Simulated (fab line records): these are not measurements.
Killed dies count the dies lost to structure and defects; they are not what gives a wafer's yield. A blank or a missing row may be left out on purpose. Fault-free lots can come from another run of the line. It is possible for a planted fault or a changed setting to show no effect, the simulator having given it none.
fab line records	flow nand-harc
record lots=24	wafers=72	last-day=33
route steps=1302 shown A_CONTACT@1047 A_BLC@1120 A_M0@1148
lots with no fault: from the same line, run without faults
start-h: hours from the record's opening day to when the first of the lot's shown wafers began	wait-h: hours since the lot's step before	" unchanged from the row above	L1.1+2: one row covering several wafers at once	- no value, or no start was given	* or withheld: withheld	< > ~ a bound
route shown NAME@n: NAME is a module with steps in the file, n the number in the route of the first one	usual: mean/standard deviation taken from wafers without a fault	same: alike in all rows	chamber/n: place in a boat	sites: readings site by site	_std_site: standard deviation across them	_edge_site: inner sites' mean taken away from outer sites' mean	radius-mm: how far each site lies from the wafer's centre	mask NAME#n: copy n	behind: the tool/chamber that last shaped the wafer	hold: what put the lot on hold/how long, in hours/how the hold closed	device: the n, p or np transistor that did not switch	end of line: the tests these same wafers got at the end of their route	where a step has no rows: the recipe by itself	killed: at the first sort, the dies lost to defects and structure; wafer yield is something else	map: a wafer's dies, marking killed ones x, the rest . and places with no die _
set.NAME: the setting the step ran with; set.NAME@STEP: the setting that earlier step ran with	model.NAME: the simulator's own value behind a step, which no gauge read
the route's steps for a sample of lots (tables are steps, rows are wafers)
services: the hour from which a tool's chamber was out of use, counted from the record's first day as start-h (under 0 if before that day), plus the number of hours and why
## steps
# step NHARC_A_CONTACT_ETCH_124
# recipe source-w=withheld	pressure-mtorr=20	bias-v=withheld	time-s=140	target-depth-a=7000	ar-flow-sccm=withheld	c4f8-flow-sccm=withheld	o2-flow-sccm=withheld	chemistry=C4F8/O2/Ar
lot.wafer	tool	chamber	start-h	wait-h	rf-hours-counter-h
L074.4	har-cap-etch-02	1	502.97	-	-
L074.3	"	0	"	"	-
L074.6	"	1	"	"	-
L075.2	har-cap-etch-03	0	503.50	-	44
L075.1	"	1	"	"	44
L075.4	"	1	"	"	-
L076.2	har-cap-etch-01	1	519.98	-	0
L076.4	"	1	"	"	-
L076.5	"	0	"	"	-
L078.1	har-cap-etch-02	0	531.60	-	97
L078.4	"	1	"	"	-
L078.6	"	1	"	"	-
L077.1	har-cap-etch-03	0	531.84	-	50
L077.6	"	0	"	"	-
L077.5	"	1	"	"	-
L080.3	har-cap-etch-02	0	545.95	-	-
L080.5	"	0	"	"	-
L080.6	"	1	"	"	-
L079.2	har-cap-etch-03	0	546.70	-	53
L079.4	"	1	"	"	-
L079.6	"	0	"	"	-
L081.4	har-cap-etch-01	1	574.35	-	-
L081.5	"	0	"	"	-
L081.6	"	1	"	"	-
L083.2	har-cap-etch-02	1	585.53	-	106
L083.4	"	0	"	"	-
L083.6	"	0	"	"	-
L082.2	har-cap-etch-03	0	591.28	-	60
L082.4	"	1	"	"	-
L082.5	"	0	"	"	-
L085.3	har-cap-etch-02	1	602.32	-	-
L085.4	"	0	"	"	-
L085.6	"	0	"	"	-
L084.2	har-cap-etch-03	0	603.35	-	63
L084.1	"	1	"	"	63
L084.4	"	0	"	"	-
L086.2	har-cap-etch-03	0	622.03	-	66
L086.1	"	1	"	"	66
L086.6	"	1	"	"	-
L087.2	har-cap-etch-02	1	622.52	-	114
L087.3	"	0	"	"	-
L087.6	"	0	"	"	-
L088.2	har-cap-etch-03	1	636.99	-	70
L088.4	"	0	"	"	-
L088.5	"	1	"	"	-
L089.3	har-cap-etch-02	1	638.09	-	-
L089.4	"	0	"	"	-
L089.5	"	1	"	"	-
L090.1	har-cap-etch-02	0	670.54	-	121
L090.5	"	0	"	"	-
L090.6	"	1	"	"	-
L091.2	har-cap-etch-02	0	681.71	-	123
L091.4	"	1	"	"	-
L091.6	"	1	"	"	-
L093.1	har-cap-etch-01	0	687.03	-	28
L093.2	"	1	"	"	28
L093.4	"	1	"	"	-
L092.2	har-cap-etch-02	0	692.07	-	127
L092.3	"	1	"	"	-
L092.5	"	0	"	"	-
L094.2	har-cap-etch-03	1	696.41	-	78
L094.6	"	0	"	"	-
L094.5	"	1	"	"	-
L095.3	har-cap-etch-03	1	713.81	-	-
L095.5	"	1	"	"	-
L095.6	"	0	"	"	-
L096.4	har-cap-etch-01	1	722.15	-	-
L096.5	"	0	"	"	-
L096.6	"	1	"	"	-
L097.3	har-cap-etch-02	1	731.27	-	-
L097.6	"	1	"	"	-
L097.5	"	0	"	"	-
# step NHARC_A_CONTACT_DEP_85
# recipe target-thk-a=600	target-thk-nm=60	temp-c=400	pressure-torr=3.5	flow-sccm=200	rf-w=350	material=SiON
# usual heater-power-w=705/73
lot.wafer	tool	chamber	start-h	wait-h	heater-power-w
L074.3	pecvd-02	2	508.38	0.9	722
L074.4	"	2	"	"	738
L074.6	"	0	"	"	615
L075.1	pecvd-01	1	508.95	1.5	683
L075.2	"	0	"	"	860
L075.4	"	0	"	"	856
L076.2	pecvd-01	2	526.81	1.2	679
L076.4	"	1	"	"	770
L076.5	"	2	"	"	687
L078.1	pecvd-02	0	537.54	1.9	694
L078.6	"	0	"	"	694
L078.4	"	2	"	"	669
L077.1	pecvd-01	2	537.61	1.9	724
L077.6	"	2	"	"	726
L077.5	"	1	"	"	806
L080.3	pecvd-04	2	551.23	0.9	618
L080.5	"	1	"	"	793
L080.6	"	2	"	"	611
L079.2	pecvd-02	1	552.04	1.2	648
L079.4	"	0	"	"	597
L079.6	"	2	"	"	609
L081.4	pecvd-04	0	580.50	0.7	606
L081.5	"	1	"	"	758
L081.6	"	2	"	"	624
L083.2	pecvd-01	0	593.45	1.6	816
L083.6	"	2	"	"	630
L083.4	"	1	"	"	804
L082.2	pecvd-01	1	596.58	1.2	743
L082.4	"	1	"	"	747
L082.5	"	2	"	"	622
L085.3	pecvd-04	2	607.60	0.9	669
L085.4	"	2	"	"	682
L085.6	"	1	"	"	789
L084.1	pecvd-02	1	608.73	1.5	695
L084.2	"	0	"	"	628
L084.4	"	1	"	"	704
L087.3	pecvd-04	0	628.10	0.9	657
L087.2	"	1	"	"	743
L087.6	"	0	"	"	635
L086.1	pecvd-02	2	630.34	1.5	744
L086.2	"	0	"	"	710
L086.6	"	1	"	"	683
L088.2	pecvd-02	2	642.48	1.2	740
L088.5	"	1	"	"	680
L088.4	"	2	"	"	734
L089.3	pecvd-02	1	643.53	0.9	634
L089.5	"	2	"	"	698
L089.4	"	0	"	"	684
L090.1	pecvd-02	0	681.75	1.5	664
L090.6	"	2	"	"	682
L090.5	"	0	"	"	653
L091.2	pecvd-01	0	687.31	1.2	820
L091.6	"	1	"	"	707
L091.4	"	2	"	"	838
L093.1	pecvd-01	2	693.35	1.5	852
L093.2	"	0	"	"	800
L093.4	"	2	"	"	813
L092.3	pecvd-04	2	698.47	0.9	596
L092.2	"	0	"	"	644
L092.5	"	2	"	"	600
L094.2	pecvd-02	1	701.98	1.2	721
L094.6	"	1	"	"	717
L094.5	"	2	"	"	630
L095.3	pecvd-01	2	719.64	0.9	798
L095.6	"	0	"	"	882
L095.5	"	2	"	"	807
L096.4	pecvd-04	0	731.02	0.8	679
L096.5	"	2	"	"	577
L096.6	"	0	"	"	655
L097.3	pecvd-02	2	736.53	0.9	717
L097.6	"	1	"	"	689
L097.5	"	0	"	"	698
# step NHARC_A_BLC_DESCUM_15
# recipe time-s=3	o2-flow-sccm=200	ar-flow-sccm=0	bias-power-w=0	chemistry=O2
# usual drypump-motor-current-A=5.5/0.48	oes-product-au=1.003/0.0084	rf-vpp-V=57.5/0.92	showerhead-plenum-p-Torr=1.86/0.064	throttle-valve-pct=11.310/0.0094
lot.wafer	tool	chamber	start-h	wait-h	drypump-motor-current-A	oes-product-au	rf-hours-counter-h	rf-vpp-V	showerhead-plenum-p-Torr	throttle-valve-pct
L074.4	rie-diel-13	1	515.67	0.1	4.8	1.004	16	56.4	1.98	11.312
L074.3	"	3	"	"	5.9	0.988	13	57.5	1.81	11.318
L074.6	"	2	"	"	5.6	1.001	-	56.9	1.82	11.322
L075.4	rie-diel-09	1	517.16	0.1	5.7	0.984	1	58.2	1.89	11.307
L075.2	"	3	"	"	6.6	1.002	2	58.3	1.91	11.311
L075.1	"	0	"	"	5.8	0.999	2	57.4	1.87	11.305
L076.4	rie-diel-13	0	534.16	0.1	5.6	1.005	0	58.2	1.90	11.316
L076.2	"	1	"	"	4.7	1.004	0	58.1	1.98	11.303
L076.5	"	0	"	"	5.7	1.006	-	57.2	1.90	11.317
L078.1	rie-diel-09	1	544.76	0.1	5.7	0.990	15	56.3	1.88	11.304
L078.4	"	3	"	"	6.6	1.010	14	58.4	1.90	11.312
L078.6	"	1	"	"	5.7	1.004	-	56.8	1.88	11.312
L077.1	rie-diel-07	1	545.28	0.1	6.3	0.988	3	57.3	1.82	11.304
L077.5	"	1	"	"	6.4	0.997	-	56.2	1.82	11.308
L077.6	"	2	"	"	5.7	1.000	-	56.6	1.89	11.301
L080.3	rie-diel-13	3	558.71	0.1	5.9	1.001	2	55.1	1.81	11.302
L080.6	"	0	"	"	5.6	1.011	-	57.9	1.90	11.301
L080.5	"	1	"	"	4.8	1.003	-	59.0	1.98	11.322
L079.2	rie-diel-09	0	559.47	0.1	5.8	0.999	16	57.5	1.87	11.321
L079.4	"	1	"	"	5.7	0.990	20	58.9	1.88	11.315
L079.6	"	3	"	"	6.6	0.994	-	57.4	1.90	11.294
L081.4	rie-diel-07	0	587.87	0.1	5.3	1.024	6	58.0	1.80	11.305
L081.6	"	3	"	"	5.0	1.004	-	56.8	1.79	11.311
L081.5	"	0	"	"	5.3	1.015	-	58.5	1.80	11.309
L083.2	rie-diel-07	2	600.67	0.1	5.7	1.000	5	58.5	1.89	11.307
L083.4	"	3	"	"	5.0	1.014	7	58.5	1.79	11.305
L083.6	"	1	"	"	6.3	1.011	-	57.0	1.82	11.304
L082.2	rie-diel-07	0	604.19	0.1	5.3	1.014	7	56.0	1.80	11.285
L082.4	"	1	"	"	6.4	1.020	6	57.4	1.82	11.293
L082.5	"	3	"	"	5.0	1.002	-	56.2	1.80	11.316
L085.3	rie-diel-13	2	615.04	0.1	5.6	1.015	6	57.3	1.81	11.303
L085.4	"	3	"	"	5.9	0.994	7	56.9	1.80	11.327
L085.6	"	0	"	"	5.6	1.005	-	58.5	1.90	11.311
L084.4	rie-diel-13	1	616.01	0.1	4.7	1.009	7	58.4	1.98	11.308
L084.2	"	2	"	"	5.6	1.003	7	57.3	1.81	11.328
L084.1	"	3	"	"	5.9	1.000	7	56.3	1.80	11.298
L087.3	rie-diel-13	3	635.49	0.1	5.9	1.007	9	58.3	1.80	11.307
L087.2	"	1	"	"	4.7	1.008	9	58.8	1.98	11.290
L087.6	"	2	"	"	5.6	1.014	-	59.0	1.81	11.315
L086.1	rie-diel-13	2	637.59	0.1	5.6	1.007	8	58.1	1.81	11.322
L086.2	"	1	"	"	4.7	0.989	9	59.0	1.98	11.301
L086.6	"	2	"	"	5.6	1.000	-	58.6	1.81	11.310
L088.4	rie-diel-13	1	649.51	0.1	4.8	0.999	10	57.2	1.98	11.302
L088.2	"	3	"	"	5.9	1.008	10	57.6	1.80	11.307
L088.5	"	1	"	"	4.8	0.996	-	56.9	1.98	11.298
L089.4	rie-diel-13	1	650.71	0.1	4.8	1.006	11	58.3	1.98	11.316
L089.3	"	2	"	"	5.7	1.007	10	57.6	1.81	11.313
L089.5	"	1	"	"	4.7	1.009	-	59.0	1.98	11.314
L090.1	rie-diel-07	1	689.30	0.1	6.4	0.991	2	56.8	1.82	11.298
L090.6	"	3	"	"	5.0	0.999	-	57.3	1.79	11.327
L090.5	"	0	"	"	5.4	1.012	-	56.4	1.80	11.305
L091.2	rie-diel-07	2	694.69	0.1	5.7	1.002	2	59.0	1.89	11.311
L091.4	"	3	"	"	5.0	0.987	2	57.1	1.79	11.296
L091.6	"	2	"	"	5.7	1.000	-	57.4	1.89	11.326
L093.2	rie-diel-07	0	700.47	0.1	5.3	1.018	2	57.6	1.80	11.322
L093.4	"	1	"	"	6.3	1.008	3	57.6	1.82	11.313
L093.1	"	2	"	"	5.7	1.003	3	57.5	1.89	11.302
L092.2	rie-diel-13	1	705.59	0.1	4.8	0.997	0	57.1	1.98	11.303
L092.3	"	3	"	"	5.9	0.992	0	56.3	1.80	11.317
L092.5	"	2	"	"	5.6	0.989	-	58.2	1.81	11.321
L094.2	rie-diel-07	3	709.29	0.1	5.0	0.999	3	55.8	1.79	11.316
L094.5	"	2	"	"	5.7	0.998	-	57.7	1.89	11.309
L094.6	"	3	"	"	5.0	0.986	-	56.6	1.79	11.320
L095.3	rie-diel-07	3	727.09	0.1	5.0	1.005	4	56.6	1.79	11.313
L095.6	"	0	"	"	5.3	1.005	-	56.2	1.80	11.298
L095.5	"	1	"	"	6.3	0.999	-	58.8	1.82	11.301
L096.4	rie-diel-13	0	738.11	0.1	5.6	1.009	2	57.6	1.89	11.311
L096.6	"	3	"	"	5.9	1.000	-	58.1	1.80	11.318
L096.5	"	0	"	"	5.6	1.005	-	57.6	1.89	11.324
L097.3	rie-diel-13	1	743.77	0.1	4.7	1.003	2	58.0	1.97	11.300
L097.5	"	3	"	"	5.9	0.997	-	56.7	1.80	11.308
L097.6	"	0	"	"	5.6	1.002	-	56.8	1.89	11.317
# step NHARC_A_BLC_DEGAS_30
# recipe temp-c=300	time-s=60
# usual heater-power-w=463/43
lot.wafer	tool	chamber	start-h	wait-h	heater-power-w
L074.4	pvd-sputter-01	-	517.25	-	469
L074.3	"	-	"	"	409
L074.6	"	-	"	"	441
L075.1	pvd-sputter-03	-	518.73	-	429
L075.4	"	-	"	"	431
L075.2	"	-	"	"	527
L076.4	pvd-sputter-01	-	535.73	-	399
L076.2	"	-	"	"	478
L076.5	"	-	"	"	472
L078.4	pvd-sputter-03	-	546.53	-	425
L078.1	"	-	"	"	486
L078.6	"	-	"	"	429
L077.1	pvd-sputter-01	-	546.87	-	451
L077.6	"	-	"	"	458
L077.5	"	-	"	"	399
L080.3	pvd-sputter-01	-	560.25	-	465
L080.5	"	-	"	"	471
L080.6	"	-	"	"	435
L079.4	pvd-sputter-02	-	561.93	-	498
L079.2	"	-	"	"	542
L079.6	"	-	"	"	501
L081.4	pvd-sputter-02	-	589.43	-	503
L081.5	"	-	"	"	490
L081.6	"	-	"	"	447
L083.2	pvd-sputter-02	-	602.23	-	436
L083.4	"	-	"	"	527
L083.6	"	-	"	"	500
L082.2	pvd-sputter-02	-	605.74	-	506
L082.4	"	-	"	"	492
L082.5	"	-	"	"	512
L085.4	pvd-sputter-02	-	616.59	-	449
L085.3	"	-	"	"	519
L085.6	"	-	"	"	496
L084.1	pvd-sputter-03	-	617.57	-	418
L084.2	"	-	"	"	407
L084.4	"	-	"	"	487
L087.2	pvd-sputter-02	-	637.04	-	489
L087.3	"	-	"	"	510
L087.6	"	-	"	"	498
L086.1	pvd-sputter-03	-	639.16	-	428
L086.2	"	-	"	"	494
L086.6	"	-	"	"	429
L088.4	pvd-sputter-02	-	651.68	-	512
L088.2	"	-	"	"	540
L088.5	"	-	"	"	439
L089.4	pvd-sputter-01	-	652.32	-	428
L089.3	"	-	"	"	408
L089.5	"	-	"	"	426
L090.1	pvd-sputter-02	-	690.87	-	546
L090.6	"	-	"	"	508
L090.5	"	-	"	"	536
L091.4	pvd-sputter-02	-	696.25	-	498
L091.2	"	-	"	"	448
L091.6	"	-	"	"	498
L093.1	pvd-sputter-01	-	702.04	-	499
L093.4	"	-	"	"	424
L093.2	"	-	"	"	408
L092.2	pvd-sputter-03	-	707.18	-	434
L092.3	"	-	"	"	431
L092.5	"	-	"	"	492
L094.2	pvd-sputter-02	-	710.87	-	497
L094.5	"	-	"	"	509
L094.6	"	-	"	"	543
L095.3	pvd-sputter-01	-	728.65	-	446
L095.6	"	-	"	"	423
L095.5	"	-	"	"	447
L096.4	pvd-sputter-03	-	739.68	-	520
L096.6	"	-	"	"	389
L096.5	"	-	"	"	530
L097.3	pvd-sputter-03	-	745.31	-	385
L097.5	"	-	"	"	381
L097.6	"	-	"	"	520
# step NHARC_A_BLC_ALD_23
# recipe target-thk-a=30	pulse-time-s=1	ald-cycles=150	temp-c=450	material=TiN
# usual heater-power-w=1114/110	precursor-pulse-height-rel=1.000/0.019
# same pulse-time-s=1
lot.wafer	tool	chamber	start-h	wait-h	heater-power-w	precursor-pulse-height-rel
L074.3	ald-metal-02	1	517.52	-	1308	0.981
L074.4	"	2	"	"	1041	0.990
L074.6	"	3	"	"	1103	0.962
L075.2	ald-metal-01	2	518.97	-	888	0.979
L075.4	"	3	"	"	1162	1.027
L075.1	"	1	"	"	1034	0.972
L076.4	ald-metal-03	2	536.01	-	1047	0.991
L076.2	"	3	"	"	1166	0.994
L076.5	"	0	"	"	1208	1.035
L078.4	ald-metal-03	2	546.75	-	1052	0.974
L078.1	"	3	"	"	1124	0.966
L078.6	"	2	"	"	1046	1.008
L077.1	ald-metal-01	3	547.09	-	1151	0.990
L077.6	"	3	"	"	1182	1.029
L077.5	"	0	"	"	1121	0.971
L080.3	ald-metal-02	1	560.50	-	1321	1.007
L080.5	"	1	"	"	1325	1.032
L080.6	"	2	"	"	1033	0.998
L079.4	ald-metal-01	2	562.18	-	919	0.966
L079.2	"	3	"	"	1150	1.014
L079.6	"	2	"	"	895	1.020
L081.4	ald-metal-02	2	589.69	-	1038	1.004
L081.5	"	1	"	"	1322	1.019
L081.6	"	2	"	"	1066	0.978
L083.4	ald-metal-03	0	602.47	-	1207	1.037
L083.2	"	1	"	"	1173	1.010
L083.6	"	1	"	"	1183	0.994
L082.4	ald-metal-02	1	606.02	-	1273	0.979
L082.2	"	2	"	"	1048	0.997
L082.5	"	0	"	"	906	1.012
L085.4	ald-metal-01	0	616.91	-	1095	1.014
L085.3	"	3	"	"	1200	1.019
L085.6	"	3	"	"	1187	0.988
L084.1	ald-metal-03	3	617.81	-	1157	1.019
L084.2	"	1	"	"	1172	0.954
L084.4	"	2	"	"	1067	1.014
L087.3	ald-metal-03	0	637.29	-	1203	1.008
L087.2	"	2	"	"	1060	0.990
L087.6	"	1	"	"	1237	0.969
L086.2	ald-metal-02	0	639.41	-	925	0.981
L086.1	"	3	"	"	1056	0.990
L086.6	"	1	"	"	1263	0.968
L088.2	ald-metal-01	2	651.91	-	925	0.980
L088.4	"	0	"	"	1083	0.998
L088.5	"	2	"	"	917	1.001
L089.3	ald-metal-01	2	652.56	-	936	0.979
L089.4	"	0	"	"	1087	1.008
L089.5	"	3	"	"	1221	1.032
L090.1	ald-metal-03	3	691.10	-	1145	1.015
L090.6	"	3	"	"	1172	0.979
L090.5	"	0	"	"	1218	1.001
L091.4	ald-metal-03	2	696.52	-	1066	0.982
L091.2	"	0	"	"	1217	1.013
L091.6	"	1	"	"	1215	0.986
L093.2	ald-metal-01	2	702.28	-	937	0.994
L093.4	"	3	"	"	1222	1.033
L093.1	"	0	"	"	1091	0.989
L092.2	ald-metal-02	3	707.42	-	1087	0.988
L092.3	"	1	"	"	1292	1.007
L092.5	"	3	"	"	1052	1.017
L094.2	ald-metal-03	2	711.09	-	1079	0.986
L094.6	"	2	"	"	1089	0.985
L094.5	"	3	"	"	1148	1.007
L095.3	ald-metal-02	0	728.88	-	948	0.998
L095.5	"	0	"	"	948	0.991
L095.6	"	1	"	"	1273	0.981
L096.4	ald-metal-01	3	740.00	-	1245	1.007
L096.5	"	0	"	"	1064	1.017
L096.6	"	2	"	"	983	0.989
L097.3	ald-metal-03	0	745.61	-	1232	0.979
L097.6	"	1	"	"	1200	0.984
L097.5	"	2	"	"	1081	1.023
# step NHARC_A_M0_OVL_MEAS_10
# recipe pitch-nm=160
# usual overlay-x-nm=-0.4/0.88	overlay-y-nm=-0.1/0.75
lot.wafer	tool	chamber	start-h	wait-h	overlay-x-nm	overlay-y-nm
L074.3	overlay-01	-	519.47	-	-0.4	0.1
L074.4	"	-	"	"	0.0	0.2
L074.6	"	-	"	"	-0.1	0.2
L075.1	overlay-01	-	521.10	-	-0.9	0.1
L075.2	"	-	"	"	-0.8	-0.2
L075.4	"	-	"	"	-1.1	0.2
L076.2	overlay-02	-	538.25	-	0.1	-0.7
L076.4	"	-	"	"	-0.2	0.0
L076.5	"	-	"	"	-0.3	-0.8
L078.1	overlay-01	-	548.83	-	0.0	0.3
L078.4	"	-	"	"	-0.3	0.0
L078.6	"	-	"	"	-0.1	0.0
L077.1	overlay-01	-	549.10	-	-0.6	-0.2
L077.5	"	-	"	"	-0.2	-1.1
L077.6	"	-	"	"	-0.1	-0.6
L080.3	overlay-01	-	562.63	-	0.3	0.2
L080.5	"	-	"	"	0.5	-0.7
L080.6	"	-	"	"	0.4	-0.1
L079.2	overlay-01	-	564.31	-	0.2	0.3
L079.4	"	-	"	"	0.4	0.0
L079.6	"	-	"	"	0.2	0.4
L081.4	overlay-01	-	591.67	-	-0.3	-0.3
L081.5	"	-	"	"	-0.2	0.6
L081.6	"	-	"	"	-0.5	0.2
L083.2	overlay-02	-	604.60	-	1.1	-1.3
L083.4	"	-	"	"	1.4	-1.1
L083.6	"	-	"	"	1.8	-0.8
L082.2	overlay-02	-	608.09	-	-0.4	-1.4
L082.4	"	-	"	"	-0.8	-2.3
L082.5	"	-	"	"	-1.1	-1.9
L085.3	overlay-01	-	619.08	-	-0.5	0.3
L085.4	"	-	"	"	-0.3	0.5
L085.6	"	-	"	"	-0.7	0.2
L084.1	overlay-02	-	619.94	-	0.3	0.1
L084.2	"	-	"	"	0.1	0.4
L084.4	"	-	"	"	-0.3	0.3
L087.2	overlay-02	-	639.79	-	-0.5	0.7
L087.3	"	-	"	"	-0.6	0.5
L087.6	"	-	"	"	-0.7	0.6
L086.1	overlay-02	-	641.55	-	0.6	-0.1
L086.2	"	-	"	"	0.4	0.3
L086.6	"	-	"	"	0.3	-0.1
L088.2	overlay-02	-	654.06	-	0.1	1.7
L088.4	"	-	"	"	0.6	1.4
L088.5	"	-	"	"	1.0	1.6
L089.3	overlay-01	-	654.81	-	0.0	0.2
L089.4	"	-	"	"	0.6	0.8
L089.5	"	-	"	"	0.3	0.7
L090.1	overlay-01	-	693.23	-	-1.8	-0.3
L090.5	"	-	"	"	-2.2	-0.5
L090.6	"	-	"	"	-2.4	-0.8
L091.2	overlay-01	-	698.62	-	-1.0	-0.7
L091.4	"	-	"	"	-1.0	-0.6
L091.6	"	-	"	"	-1.0	-0.2
L093.1	overlay-01	-	704.71	-	0.4	0.9
L093.2	"	-	"	"	0.2	0.6
L093.4	"	-	"	"	0.6	0.9
L092.2	overlay-01	-	709.54	-	-0.2	0.3
L092.3	"	-	"	"	-0.8	-0.2
L092.5	"	-	"	"	-0.7	0.2
L094.2	overlay-01	-	713.22	-	-2.1	-0.5
L094.5	"	-	"	"	-1.8	-0.6
L094.6	"	-	"	"	-0.8	-0.9
L095.3	overlay-02	-	731.49	-	-1.6	-1.2
L095.5	"	-	"	"	-1.4	-1.0
L095.6	"	-	"	"	-1.7	-1.3
L096.4	overlay-02	-	742.22	-	-0.9	0.1
L096.5	"	-	"	"	-1.4	-0.5
L096.6	"	-	"	"	-1.6	-0.4
L097.3	overlay-01	-	747.67	-	-2.0	-0.2
L097.5	"	-	"	"	-1.5	-0.5
L097.6	"	-	"	"	-2.0	-0.2
## services
tool	chamber	start-h	hours	kind
pecvd-01	-	492.00	13.0	pm
rie-diel-13	-	519.00	9.0	pm
pecvd-01	0	525.36	4.0	repair
pecvd-02	-	531.01	1.8	repair
rie-diel-13	-	544.72	0.5	repair
ald-metal-03	-	561.31	0.4	repair
har-cap-etch-03	-	564.55	2.6	repair
ald-metal-03	-	568.00	10.0	pm
pecvd-02	0	581.42	23.1	repair
pecvd-02	-	590.82	13.0	pm
pvd-sputter-02	-	638.02	10.0	pm
rie-diel-07	-	648.20	9.0	pm
ald-metal-03	-	652.12	0.4	repair
rie-diel-13	0	667.42	14.2	repair
rie-diel-07	-	672.13	0.4	repair
pvd-sputter-02	-	677.03	4.9	repair
rie-diel-07	-	682.65	4.9	repair
pvd-sputter-02	-	684.54	4.1	repair
rie-diel-13	-	696.00	9.0	pm
pecvd-02	1	702.54	9.7	repair
rie-diel-13	1	707.19	4.1	repair
pecvd-02	2	708.82	18.9	repair
rie-diel-07	2	713.22	3.2	repair
ald-metal-03	1	738.78	3.2	repair
## key
fault none
